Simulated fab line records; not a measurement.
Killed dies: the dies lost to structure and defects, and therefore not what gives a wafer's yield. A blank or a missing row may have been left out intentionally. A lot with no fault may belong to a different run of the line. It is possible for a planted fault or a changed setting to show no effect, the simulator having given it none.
fab line records	flow n5-finfet
record: lots: 12	wafers: 35	last-day: 18
route steps=1938 shown BEOL_M13@1710 BEOL_M14@1732
lots that met no fault: from a run of the same line without faults
start-h: hours from the record's first day to the start of the lot's first wafer shown	wait-h: how many hours have passed since the lot's step before this one	" identical to the entry in the row above	L1.1+2: a row that stands for several wafers	- no value, or no start was given	* or withheld: withheld	< > ~ a bound
route shown NAME@n: NAME is a module with steps in the file, n the number in the route of the first one	usual: mean/standard deviation of fault-free wafers	same: alike in all rows	chamber/n: place in a boat	sites: per-site readings	_std_site: the standard deviation of these	_edge_site: inner sites' mean taken away from outer sites' mean	radius-mm: for every site, how far away it sits from the centre of the wafer	mask NAME#n: copy n	behind: the last tool/chamber to shape the wafer	hold: why the lot went on hold/how many hours it stayed there/how the hold came to an end	device: the n, p or np transistor that did not switch	end of line: at the end of the route, the tests of the same wafers	a step without rows: its recipe alone	killed: dies lost to structure and defects at the first sort, not the wafer's yield	map: the dies of a wafer, with x for killed, . for not killed, _ for no die there
set.NAME: the setting as run; set.NAME@STEP: as run at that earlier step	model.NAME: the simulator's own value behind a step, which no gauge read
the route's steps for a sample of lots (tables are steps, rows are wafers)
services: when a tool's chamber went out of use (start-h, in hours from the record's first day, below 0 if earlier), for how many hours, and the reason
== steps ==
step: N5_BEOL_M13_CMP_49
recipe: stop-on: SiOC	t-overpolish-s: 17.1	down-force-psi: 1	platen-rpm: 50	clearing-platen-down-force-psi: 1.5	clearing-platen-rpm: 50	post-cmp-clean: cu-alkaline	target-thk-nm: 420	clearing-platen-pad-velocity-m-s: 0.99484	pad-velocity-m-s: 0.99484
usual: barrier-field-endpoint-s: 30.4/1.1	motor-current-A: 6.2/0.73	overpolish-run-s: 17.099/0.0093	retaining-ring-pressure-frac: 1.000/0.0049
lot.wafer	tool	chamber	start-h	wait-h	barrier-field-endpoint-s	motor-current-A	overpolish-run-s	retaining-ring-pressure-frac
L421.3	cmp-04	2	263.60	0.2	29.9	6.7	17.096	1.005
L421.4	"	3	"	"	30.7	5.9	17.104	1.000
L421.6	"	2	"	"	30.1	6.9	17.095	1.003
L422.1	cmp-04	3	264.42	0.3	30.2	6.1	17.106	1.005
L422.2	"	0	"	"	30.6	7.1	17.092	1.004
L422.6	"	2	"	"	29.0	6.9	17.099	0.997
L423.4	cmp-03	2	275.76	0.1	31.0	5.8	17.094	0.988
L423.3	"	0	"	"	30.9	5.3	17.096	0.996
L423.5	"	3	"	"	30.7	6.7	17.089	0.995
L427.4	cmp-01	1	295.77	0.2	30.2	6.7	17.099	1.006
L427.6	"	3	"	"	29.1	5.3	17.087	1.004
L428.2	cmp-01	2	312.46	0.3	30.6	6.8	17.100	1.007
L428.4	"	0	"	"	31.0	6.7	17.107	0.999
L428.5	"	2	"	"	31.0	7.0	17.106	0.998
L430.4	cmp-03	2	319.17	0.2	30.9	6.0	17.106	1.007
L430.5	"	3	"	"	31.5	6.9	17.101	1.001
L430.6	"	0	"	"	31.3	5.4	17.105	1.000
L431.3	cmp-01	2	328.57	0.2	32.0	6.8	17.097	1.002
L431.4	"	3	"	"	29.5	4.9	17.093	0.997
L431.5	"	1	"	"	30.5	6.5	17.109	0.998
L435.1	cmp-04	0	348.45	0.3	31.2	7.4	17.099	1.004
L435.2	"	1	"	"	30.8	7.3	17.097	1.000
L435.6	"	0	"	"	31.3	7.3	17.087	0.996
L441.4	cmp-04	2	400.49	0.2	30.3	6.9	17.087	1.005
L441.5	"	1	"	"	29.3	7.2	17.101	1.001
L441.6	"	2	"	"	29.3	7.4	17.094	1.008
L440.3	cmp-01	3	400.52	0.3	29.5	5.0	17.109	0.999
L440.1	"	0	"	"	31.3	6.6	17.094	1.002
L440.5	"	3	"	"	29.0	5.2	17.112	1.003
L443.3	cmp-01	2	407.19	0.2	32.0	6.6	17.096	0.999
L443.2	"	3	"	"	28.2	5.1	17.088	0.994
L443.5	"	1	"	"	29.8	6.4	17.090	0.998
L442.3	cmp-03	1	407.40	0.3	30.2	5.1	17.104	0.998
L442.6	"	2	"	"	31.9	5.9	17.096	0.998
L442.5	"	3	"	"	32.7	7.1	17.096	0.993
step: N5_BEOL_M13_INSPECT_55
recipe: inspect-instrument: darkfield	mode: post-dep
usual: raw-defect-count: 71/23
lot.wafer	tool	chamber	start-h	wait-h	raw-defect-count
L421.3	defect-inspect-02	-	264.01	0.0	47
L421.4	"	-	"	"	79
L421.6	"	-	"	"	58
L422.1	defect-inspect-01	-	264.83	0.0	52
L422.2	"	-	"	"	95
L422.6	"	-	"	"	39
L423.3	defect-inspect-01	-	276.21	0.0	85
L423.4	"	-	"	"	74
L423.5	"	-	"	"	134
L427.4	defect-inspect-01	-	296.11	0.0	60
L427.6	"	-	"	"	98
L428.2	defect-inspect-01	-	312.87	0.0	109
L428.4	"	-	"	"	142
L428.5	"	-	"	"	101
L430.4	defect-inspect-01	-	319.51	0.0	52
L430.5	"	-	"	"	56
L430.6	"	-	"	"	62
L431.3	defect-inspect-02	-	328.95	0.0	86
L431.4	"	-	"	"	80
L431.5	"	-	"	"	58
L435.1	defect-inspect-01	-	348.91	0.0	42
L435.2	"	-	"	"	69
L435.6	"	-	"	"	84
L440.1	defect-inspect-02	-	400.93	0.0	109
L440.3	"	-	"	"	87
L440.5	"	-	"	"	86
L441.4	defect-inspect-01	-	400.93	0.0	69
L441.5	"	-	"	"	62
L441.6	"	-	"	"	32
L443.2	defect-inspect-02	-	407.59	0.0	44
L443.3	"	-	"	"	73
L443.5	"	-	"	"	48
L442.3	defect-inspect-02	-	407.77	0.0	59
L442.5	"	-	"	"	73
L442.6	"	-	"	"	70
step: N5_BEOL_M14_STRIP_63
recipe: chemistry: O2	power-w: 600	temp-c: 60	pressure-mtorr: 30	rf-frequency-hz: 6e+07	bias-power-w: 0	overash-fraction: 0.3	o2-flow-sccm: 225
usual: bias-power-w: 0/0	chamber-pressure-mTorr: 30.00/0.053	drypump-motor-current-A: 5.6/0.44	oes-product-au: 0.76/0.057	rf-vpp-V: 3.6/0.89	showerhead-plenum-p-Torr: 2.08/0.074	throttle-valve-pct: 16.72/0.18
lot.wafer	tool	chamber	start-h	wait-h	bias-power-w	chamber-pressure-mTorr	drypump-motor-current-A	oes-product-au	rf-hours-counter-h	rf-vpp-V	showerhead-plenum-p-Torr	throttle-valve-pct
L421.3	rie-diel-01	0	265	-	0	29.92	6.3	0.74	156	4.6	2.03	16.94
L421.4	"	2	"	"	0	30.02	5.6	0.78	120	3.5	2.11	16.62
L421.6	"	0	"	"	0	30.05	6.2	0.74	-	2.7	2.02	16.96
L422.1	rie-diel-01	2	265	-	0	30.06	5.6	0.76	120	3.9	2.11	16.60
L422.2	"	1	"	"	0	29.98	5.8	0.77	126	3.8	2.02	16.53
L422.6	"	0	"	"	0	30.05	6.2	0.74	-	3.7	2.03	16.93
L423.3	rie-diel-01	1	277	-	0	30.07	5.7	0.77	131	4.2	2.02	16.58
L423.4	"	3	"	"	0	30.05	5.4	0.73	165	4.1	2.01	16.94
L423.5	"	3	"	"	0	29.95	5.4	0.73	-	3.8	2.01	16.91
L427.4	rie-diel-04	2	297	-	0	29.99	4.7	0.83	62	2.9	2.12	16.72
L427.6	"	0	"	"	0	29.98	5.6	0.90	-	2.6	2.24	16.42
L428.2	rie-diel-01	2	313	-	0	29.97	5.6	0.76	136	4.2	2.11	16.65
L428.4	"	3	"	"	0	29.95	5.4	0.71	177	6.1	2.01	16.97
L428.5	"	3	"	"	0	29.99	5.4	0.72	-	2.0	2.01	16.97
L430.4	rie-diel-01	1	320	-	-	-	-	-	-	-	-	-
L430.5	"	3	"	"	-	-	-	-	-	-	-	-
L430.6	"	0	"	"	-	-	-	-	-	-	-	-
L431.3	rie-diel-04	2	329	-	-	-	-	-	-	-	-	-
L431.4	"	2	"	"	-	-	-	-	-	-	-	-
L431.5	"	0	"	"	-	-	-	-	-	-	-	-
L435.1	rie-diel-02	1	349	-	-	-	-	-	-	-	-	-
L435.2	"	3	"	"	-	-	-	-	-	-	-	-
L435.6	"	2	"	"	-	-	-	-	-	-	-	-
L440.1	rie-diel-01	2	401	-	0	29.94	5.6	0.72	167	3.5	2.10	16.70
L440.3	"	3	"	"	0	30.05	5.4	0.69	207	5.2	2.00	16.98
L440.5	"	2	"	"	0	30.06	5.6	0.73	-	4.0	2.10	16.69
L441.4	rie-diel-04	1	402	-	0	29.94	5.8	0.75	191	4.7	2.11	16.86
L441.5	"	3	"	"	0	30.04	5.7	0.90	-	3.6	2.14	16.45
L441.6	"	0	"	"	0	30.03	5.5	0.84	-	4.2	2.23	16.52
L443.2	rie-diel-02	1	408	-	0	29.89	5.2	0.67	206	5.1	2.07	16.68
L443.3	"	0	"	"	0	30.00	6.2	0.71	203	4.4	1.97	16.75
L443.5	"	3	"	"	0	30.03	4.9	0.75	-	3.2	2.14	16.94
L442.3	rie-diel-04	0	408	-	0	29.95	5.5	0.84	71	4.5	2.23	16.51
L442.5	"	2	"	"	0	29.93	4.7	0.80	-	3.4	2.10	16.78
L442.6	"	3	"	"	0	30.00	5.7	0.89	-	2.3	2.14	16.43
step: N5_BEOL_M14_CD_MEAS_17
recipe: target-cd-nm: 250	polarity: opening
usual: cd-nm: 250.6/2.9
lot.wafer	tool	chamber	start-h	wait-h	cd-nm
L421.3	cd-sem-02	-	265.58	0.0	248.6
L421.4	"	-	"	"	251.8
L421.6	"	-	"	"	248.5
L422.1	cd-sem-02	-	266.10	0.0	252.5
L422.2	"	-	"	"	249.9
L422.6	"	-	"	"	247.1
L423.3	cd-sem-01	-	277.27	0.0	254.2
L423.4	"	-	"	"	250.3
L423.5	"	-	"	"	254.4
L427.4	cd-sem-01	-	297.29	0.0	250.4
L427.6	"	-	"	"	252.3
L428.2	cd-sem-03	-	314.05	0.0	251.0
L428.4	"	-	"	"	247.5
L428.5	"	-	"	"	244.4
L430.4	cd-sem-03	-	320.57	0.0	254.1
L430.5	"	-	"	"	245.9
L430.6	"	-	"	"	249.2
L431.3	cd-sem-01	-	330.13	0.0	252.9
L431.4	"	-	"	"	253.2
L431.5	"	-	"	"	251.2
L435.1	cd-sem-01	-	350.09	0.0	253.1
L435.2	"	-	"	"	251.1
L435.6	"	-	"	"	249.3
L440.1	cd-sem-02	-	402.11	0.0	255.7
L440.3	"	-	"	"	252.5
L440.5	"	-	"	"	258.2
L441.4	cd-sem-03	-	402.29	0.0	250.1
L441.5	"	-	"	"	249.6
L441.6	"	-	"	"	254.7
L443.2	cd-sem-03	-	408.85	0.0	252.6
L443.3	"	-	"	"	256.6
L443.5	"	-	"	"	254.6
L442.3	cd-sem-03	-	408.91	0.0	254.8
L442.5	"	-	"	"	250.3
L442.6	"	-	"	"	250.6
== services ==
tool	chamber	start-h	hours	kind
cmp-04	-	244.92	0.5	repair
rie-diel-02	2	251.79	2.0	repair
rie-diel-02	0	254.07	3.1	repair
cmp-01	-	262.00	1.7	repair
cmp-04	-	292.27	0.3	repair
cmp-03	-	294.10	1.2	repair
cmp-03	-	300.72	0.5	repair
rie-diel-04	1	304.65	10.7	repair
rie-diel-04	3	315.41	-	clean
rie-diel-04	3	315.41	-	consumable-replace:focus-ring
cmp-01	-	317.11	1.4	repair
rie-diel-02	-	322.87	0.1	repair
cmp-04	-	328.18	6.2	pm
cmp-03	-	331.59	4.0	pm
cmp-03	-	335.59	-	consumable-replace:conditioner
cmp-03	-	335.59	-	consumable-replace:pad
cmp-04	-	343.76	1.2	repair
rie-diel-04	-	344.56	3.4	repair
rie-diel-02	3	357.61	11.6	repair
rie-diel-04	0	361.76	5.4	repair
rie-diel-04	2	370.83	6.1	repair
rie-diel-02	2	402.16	18.0	repair
== key ==
first-sign: step: N5_BEOL_M14_STRIP_63	reading: tool-record	direction: missing
effect none on later readings
met-at N5_BEOL_M14_STRIP_63
struck-lots L430,L431,L435
not-acting-at N5_BEOL_M13_CMP_49,N5_BEOL_M13_INSPECT_55,N5_BEOL_M14_CD_MEAS_17
fault: kind: skipped-step-whole	tool: rie-diel-01,rie-diel-02,rie-diel-04	chamber: -	onset-h: 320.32	steps: N5_BEOL_M14_STRIP_63	scope: struck-lots-only
